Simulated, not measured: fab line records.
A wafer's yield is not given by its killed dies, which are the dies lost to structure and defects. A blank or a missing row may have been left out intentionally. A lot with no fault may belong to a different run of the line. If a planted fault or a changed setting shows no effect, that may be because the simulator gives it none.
Which of the tools did it? | flow n5 finfet | 11 lots, 33 wafers sampled, at 3 steps of a route of 1938

WHAT EACH GAUGE READ, for each wafer
N5_GATE_CUT_INSPECT_26: inspects for defects (darkfield).
lot  | measured     | on                | raw defect count
L075 | day 4 23:03  | defect inspect-02 | 36 32 48
L077 | day 5 13:01  | defect inspect-01 | 36 67 55
L079 | day 6 00:40  | defect inspect-02 | 59 29 40
L081 | day 6 12:41  | defect inspect-02 | 32 48 25
L084 | day 7 06:32  | defect inspect-01 | 62 56 23
L086 | day 7 21:47  | defect inspect-01 | 44 21 34
L088 | day 8 03:33  | defect inspect-01 | 34 63 49
L090 | day 8 22:07  | defect inspect-02 | 51 35 42
L093 | day 9 09:17  | defect inspect-01 | 68 56 62
L095 | day 9 21:00  | defect inspect-01 | 51 56 47
L097 | day 10 10:53 | defect inspect-01 | 38 43 63

EACH LOT AND THE TOOL THAT RAN IT (in order: tool; ch and the chambers of the sampled wafers; start)
lot  | N5_GATE_CUT_ETCH_19                | N5_GATE_CUT_CUT_ETCH_53
L075 | rie diel-03 ch 0,1,3, day 4 18:02  | rie metal-03 ch 0,1, day 4 18:09
L077 | rie diel-06 ch 2,3, day 5 09:56    | rie metal-01 ch 0,1, day 5 10:04
L079 | rie diel-06 ch 0,2, day 5 21:23    | rie metal-03 ch 0,1, day 5 21:32
L081 | rie diel-06 ch 0,2,3, day 6 09:33  | rie metal-03 ch 0,1, day 6 09:41
L084 | rie diel-06 ch 0,1,2, day 7 03:28  | rie metal-03 ch 0,1, day 7 03:34
L086 | rie diel-04 ch 0,2,3, day 7 18:40  | rie metal-03 ch 0,1, day 7 18:48
L088 | rie diel-06 ch 2,3, day 8 00:09    | rie metal-03 ch 0, day 8 00:19
L090 | rie diel-04 ch 1,2, day 8 18:43    | rie metal-03 ch 0, day 8 18:50
L093 | rie diel-03 ch 0,1,3, day 9 06:12  | rie metal-02 ch 0,1, day 9 06:19
L095 | rie diel-04 ch 0,1, day 9 17:55    | rie metal-03 ch 0,1, day 9 18:02
L097 | rie diel-04 ch 0,2,3, day 10 07:49 | rie metal-01 ch 0,1, day 10 07:55
- N5_GATE_CUT_ETCH_19: etches SiNx in CH3F/O2, target depth 53.7 nm, time 76.7 s.
- N5_GATE_CUT_CUT_ETCH_53: etches W in SF6/Cl2, target depth 79.2 nm.

THE ANSWER, worked out from the rows above alone
Rule: usual is defined by the lots themselves. Put in order of their means at a reading, lots are off if they are a third of the lots or fewer, leave a main group of 4 or more, and stand apart from it by a gap of 3 or more times the standard deviation of the main group's means; of several such gaps the widest counts. Not used: any main group whose means are identical at the precision the tables above print for the reading. Also off: a lot with no number at a reading for which 4 or more lots have one. All remaining lots with rows at the step are treated as sound.
No lot is off at any reading shown: from this, nothing can be told.

WHAT THE SIMULATOR HAD PUT IN
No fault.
